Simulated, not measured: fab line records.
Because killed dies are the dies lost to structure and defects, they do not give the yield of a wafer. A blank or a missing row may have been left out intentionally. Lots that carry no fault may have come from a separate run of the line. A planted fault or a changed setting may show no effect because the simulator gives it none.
Split-lot experiment + flow n5-finfet + 21 wafers read from 7 lots, route of 1938 steps

## THE SPLIT ITSELF
At N5_ZERO_LAYER_EXPOSE_08 (exposes mask ZERO, defocus 0 nm, target cd 2000 nm), the setting dose-mj was moved away from the recipe's 16.2 on 8 of the 21 wafers read, by -5.8% to +4.6%. This setting was run at the recipe's value on the other wafers.

## FROM THE SPLIT TO THE READING: what the file shows between them, 2 steps
- N5_ZERO_LAYER_DEVELOP_10: develop time 60 s (also split here: develop-time-s)
- N5_ZERO_LAYER_HARDBAKE_23: time 120 s

## THE READING
cd-nm, in nm, at N5_ZERO_LAYER_CD_MEAS_11 (target cd 2000 nm). On this fab line, fault-free wafers typically give 2000.0 nm with a standard deviation of 1.5 nm.

| wafer  | tool, chamber at the split | dose-mj as run | against the recipe | cd-nm, nm | against lot-mates on the recipe |
|--------|----------------------------|----------------|--------------------|-----------|---------------------------------|
| L080.4 | krf-scanner-01, 0          | 16.2           | recipe             | 1999.5    | -                               |
| L080.5 | krf-scanner-01, 0          | 16.2           | recipe             | 2001.7    | -                               |
| L080.6 | krf-scanner-01, 0          | 16.2           | recipe             | 1999.0    | -                               |
| L082.1 | krf-scanner-01, 0          | 16.95          | +4.6%              | 2007.7    | no lot-mate on the recipe       |
| L082.3 | krf-scanner-01, 0          | 16.95          | +4.6%              | 2009.4    | no lot-mate on the recipe       |
| L082.4 | krf-scanner-01, 0          | 16.95          | +4.6%              | 2007.4    | no lot-mate on the recipe       |
| L083.1 | krf-scanner-02, 0          | 16.2           | recipe             | 1996.8    | -                               |
| L083.3 | krf-scanner-02, 0          | 15.84          | -2.2%              | 1995.5    | -2.5                            |
| L083.4 | krf-scanner-02, 0          | 16.2           | recipe             | 1999.3    | -                               |
| L085.1 | krf-scanner-02, 0          | 16.69          | +3.0%              | 2003.1    | +1.4                            |
| L085.2 | krf-scanner-02, 0          | 16.69          | +3.0%              | 2006.5    | +4.8                            |
| L085.3 | krf-scanner-02, 0          | 16.2           | recipe             | 2001.7    | -                               |
| L087.3 | krf-scanner-01, 0          | 16.2           | recipe             | 2001.4    | -                               |
| L087.4 | krf-scanner-01, 0          | 15.26          | -5.8%              | 1987.3    | -14.1                           |
| L087.6 | krf-scanner-01, 0          | 15.26          | -5.8%              | 1985.0    | -16.4                           |
| L092.1 | krf-scanner-02, 0          | 16.2           | recipe             | 1991.9    | -                               |
| L092.4 | krf-scanner-02, 0          | 16.2           | recipe             | 1997.4    | -                               |
| L092.5 | krf-scanner-02, 0          | 16.2           | recipe             | 1994.4    | -                               |
| L093.1 | krf-scanner-01, 0          | 16.2           | recipe             | 1998.2    | -                               |
| L093.4 | krf-scanner-01, 0          | 16.2           | recipe             | 1999.3    | -                               |
| L093.6 | krf-scanner-01, 0          | 16.2           | recipe             | 1997.5    | -                               |

THE FIT
A straight line over all 21 wafers: cd-nm changes by +2.08 nm for each +1% of dose-mj; r = +0.93; the points scatter about the line by 2.4 nm.
The same after taking each lot's own level away (the mean of its wafers on the recipe; 18 wafers): +2.18 nm for each +1%; r = +0.92; scatter 2.1 nm.
On that fit, the largest move of dose-mj shifts the reading by 13 nm.
Across the lots, their own levels run from 1994.57 to 2001.70 nm, a range of 4.8 times the standard deviation given above.
The two slopes are in agreement: the lot-to-lot level therefore moves the slope only a little.
Check: -12.6 nm against its lot-mates is what the line predicts for one of the wafers moved furthest among these (-5.8%) when that wafer is left out of the fit. Against them it came out at -14.1 nm.

## THE OTHER SPLITS THESE WAFERS WENT THROUGH
Note: prior to the reading, these wafers also went through further splits. Each is held against what the fit with the lots' levels taken away leaves over:
| other split on the same wafers          | wafers away from the commonest value | r with cd-nm (lot level and that fit taken away) |
|-----------------------------------------|--------------------------------------|--------------------------------------------------|
| N5_ZERO_LAYER_DEVELOP_10 develop-time-s | 4                                    | +0.50                                            |

## THE WHOLE CHAIN: every reading that the file lists as answering this split, in the file's order
| step                     | what it does             | reading                                                           | change (the file's fit)              | r (the file's) |
|--------------------------|--------------------------|-------------------------------------------------------------------|--------------------------------------|----------------|
| N5_ZERO_LAYER_CD_MEAS_11 | target cd 2000 nm        | cd-nm                                                             | +2.17 nm for each +1% of the setting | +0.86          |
| N5_ZERO_LAYER_DESCUM_16  | chemistry O2, time 7.9 s | ZERO_LAYER.cd-nm (the simulator's own value, which no gauge read) | +2.17 nm for each +1% of the setting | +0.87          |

## FILE'S OWN FIT
cd-nm changes by +2.17 nm for each +1% of dose-mj, r = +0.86.
